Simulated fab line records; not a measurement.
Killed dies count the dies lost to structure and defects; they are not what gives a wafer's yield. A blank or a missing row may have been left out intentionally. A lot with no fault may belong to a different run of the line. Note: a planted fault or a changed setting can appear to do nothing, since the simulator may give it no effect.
Code-filled problem report in 8D (eight disciplines) form	flow nand harc	the parts of the form that need people (team, actions taken, sign-off) are left out

== 1. WHAT IS WRONG ==
heater power total W at NHARC_A_M1_SOFTBAKE_04 reads a mean of 323.15 W on 6 wafers of 2 lots; wafers without a fault read 188.44 W with a standard deviation of 0.14. So: +99 or more standard deviations from the usual mean.
The step: time 55 s.
First observed at day 27 23:00: wafer L729.1, on litho track-04. The record holds 36 wafers of 12 lots with a number at this step. The rule behind "out" and "out of limits": a value lying over 4 standard deviations away from the usual mean. All remaining wafers that have a number are taken as sound.

== 2. WHAT IT IS, AND WHAT IT ISN'T ==
question	is	is not
which readings at this step	heater power total W	chill plate temp C
which lots	L729, L731	L716, L717, L721, L722, L728, L734, L735, L736, L738, L739
which wafers of those lots	all that have a number	-
read on which tools	litho track-04	litho track-01, litho track-06
when	from day 27 23:00	up to then (12 sound wafers); but 18 sound wafers of L728, L734, L735, L736, L738, L739 came after

== 3. SUSPECTS, AND WHAT RULES EACH OUT ==
Counting: any tool at a process step up to the reading is kept as a suspect provided that every lot that is out went through it and no sound lot did after the first of them.
- rie diel-04 at NHARC_A_M0_DESCUM_14 (chemistry O2, time 3 s): ruled out as a lasting fault. After its first lot that is out, L729 (day 27 20:10), sound lots L728, L735 ran on it.
- rie diel-04 at NHARC_A_M0_ETCH_34 (etches the open film in N2/H2, target depth 40 nm, overetch 12 nm, time 43.94 s): ruled out as a lasting fault. After its first lot that is out, L729 (day 27 20:15), sound lots L728, L735 ran on it.
- litho track-04 at NHARC_A_M1_SOFTBAKE_04 (time 55 s): kept. It ran every lot that is out, first L729 (day 27 23:00), and no sound lot after that; its last sound lot up to then is L721 (day 25 14:00). On those wafers its own readings are out: heater power total W.
Left after counting: litho track-04 at NHARC_A_M1_SOFTBAKE_04.

== 4. THE CAUSE (what the simulator had put in) ==
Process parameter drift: litho track-04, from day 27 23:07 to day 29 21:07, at NHARC_A_M1_SOFTBAKE_04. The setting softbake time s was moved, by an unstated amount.
After counting, this tool was the only one left.

== 5. THE CHAIN OF EFFECTS, in route order ==
Rows list readings where the struck wafers' mean (over those with a number) sits beyond 3 standard deviations from the usual. Only readings for which the record gives a usual standard deviation are gone through. hours: the time from each lot's start at the first step in this table that gives one to its start at this step, as a median over the lots. sigmas: the change in usual standard deviations.
hours	step	reading	usual	on struck wafers	change	sigmas
0	NHARC_A_M1_SOFTBAKE_04	heater power total W	188.44 W	323.15	+134.71	+99 or more
Here are the process steps it includes:
- NHARC_A_M1_SOFTBAKE_04: time 55 s.
Later steps that measure or inspect, where all struck wafers having a row at the step show a number for every such reading and not one has moved that far: NHARC_A_M1_CD_MEAS_16, NHARC_END_SORT_01.

== 6. HOW IT WOULD HAVE BEEN CAUGHT EARLIER ==
In this record the first reading out of limits was taken at day 27 23:00.
